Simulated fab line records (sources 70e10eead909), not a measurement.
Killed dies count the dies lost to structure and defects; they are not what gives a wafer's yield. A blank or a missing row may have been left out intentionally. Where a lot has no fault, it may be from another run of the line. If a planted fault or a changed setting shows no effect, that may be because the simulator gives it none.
Matching of chambers | flow nandHarc | NHARC_P_M0_CMP_23 on cmp-01 has 4 sister chambers
The step polishes, t overpolish 20 s, target thk 117.54 nm. 4 wafers are shown with their chamber, then 11 later ones without.

## WAFERS PAIRED WITH THEIR CHAMBERS
wafer  | chamber | motorCurrentA (A)
L085.4 | 0       | 12.5
L089.6 | 2       | 15.1
L091.2 | 3       | 12.0
L092.1 | 1       | 10.7

## WAFERS WHOSE CHAMBER IS MISSING
wafer  | motorCurrentA (A)
L092.3 | 12.6
L092.5 | 10.4
L093.1 | 10.1
L093.2 | 14.8
L093.4 | 12.3
L095.1 | 12.3
L095.3 | 15.1
L095.4 | 10.4
L096.2 | 10.3
L096.4 | 16.1
L096.6 | 12.7

## EACH ONE'S CHAMBER
wafer  | from the rows above     | in truth
L092.3 | can't be placed: 0 or 3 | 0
L092.5 | 1                       | 1
L093.1 | 1                       | 1
L093.2 | 2                       | 2
L093.4 | can't be placed: 0 or 3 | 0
L095.1 | can't be placed: 0 or 3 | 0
L095.3 | 2                       | 2
L095.4 | 1                       | 1
L096.2 | 1                       | 1
L096.4 | 2                       | 2
L096.6 | can't be placed: 0 or 3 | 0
Placed correctly: 7 of 11. Not placeable from these rows: 4 (in 4, the candidates include the true chamber). Placed wrongly: 0.
How it was worked out, from the rows above alone: a wafer's distance from a chamber is the root of the sum, over the readings, of the square of ((its reading less the chamber's mean) divided by the reading's scatter). If the next closest chamber is less than 2 further off than the closest, the wafer can't be placed; otherwise it belongs to the closest. The mean given for a chamber averages the wafers shown for that chamber. The scatter (one wafer shown for each chamber): square how far every hidden wafer sits from the nearest shown wafer, average those squares and take the square root.
